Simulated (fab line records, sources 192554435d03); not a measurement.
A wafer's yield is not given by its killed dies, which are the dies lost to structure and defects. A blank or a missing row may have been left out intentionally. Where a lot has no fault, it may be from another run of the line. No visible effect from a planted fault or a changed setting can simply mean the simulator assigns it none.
Chamber matching	flow n5-finfet	4 sister chambers for N5_BEOL_M11_ETCH_65 on rie-diel-06
The step etches SiARC in CF4, target depth 39 nm, time 65 s. 8 wafers are shown with their chamber, then 11 later ones without.

WAFERS, EACH WITH ITS CHAMBER
wafer	chamber	showerhead-plenum-p-Torr (Torr)	drypump-motor-current-A (A)
L078.5	1	1.98	5.5
L084.1	0	2.21	5.9
L084.3	2	2.15	6.0
L084.6	3	2.22	5.7
L086.3	3	2.22	5.7
L086.4	1	1.98	5.5
L086.5	0	2.21	5.9
L089.1	2	2.14	6.1

WAFERS WHOSE CHAMBER IS MISSING
wafer	showerhead-plenum-p-Torr (Torr)	drypump-motor-current-A (A)
L089.3	2.21	5.9
L089.4	2.21	5.9
L093.1	2.21	5.9
L093.4	1.98	5.5
L093.5	2.21	5.7
L096.1	1.97	5.6
L096.3	2.21	5.7
L096.5	2.14	6.0
L097.1	2.14	6.0
L097.2	2.21	5.7
L097.3	2.20	5.9

THE CHAMBER EACH PASSED THROUGH
wafer	from the rows above	in truth
L089.3	0	0
L089.4	0	0
L093.1	0	0
L093.4	1	1
L093.5	3	3
L096.1	1	1
L096.3	3	3
L096.5	2	2
L097.1	2	2
L097.2	3	3
L097.3	0	0
Placed correctly: 11 of 11. Can't be placed from these rows: 0. Number placed wrongly: 0.
How it was worked out, from the rows above alone: a wafer's distance from a chamber is the root of the sum, over the readings, of the square of ((its reading less the chamber's mean) divided by the reading's scatter). If the next closest chamber is less than 2 further off than the closest, the wafer can't be placed; otherwise it belongs to the closest. Each chamber's mean is taken over the wafers shown for it. The scatter is the square root of a quotient: the sum, over the shown wafers, of each reading's squared deviation from its chamber's mean, divided by wafers minus chambers.
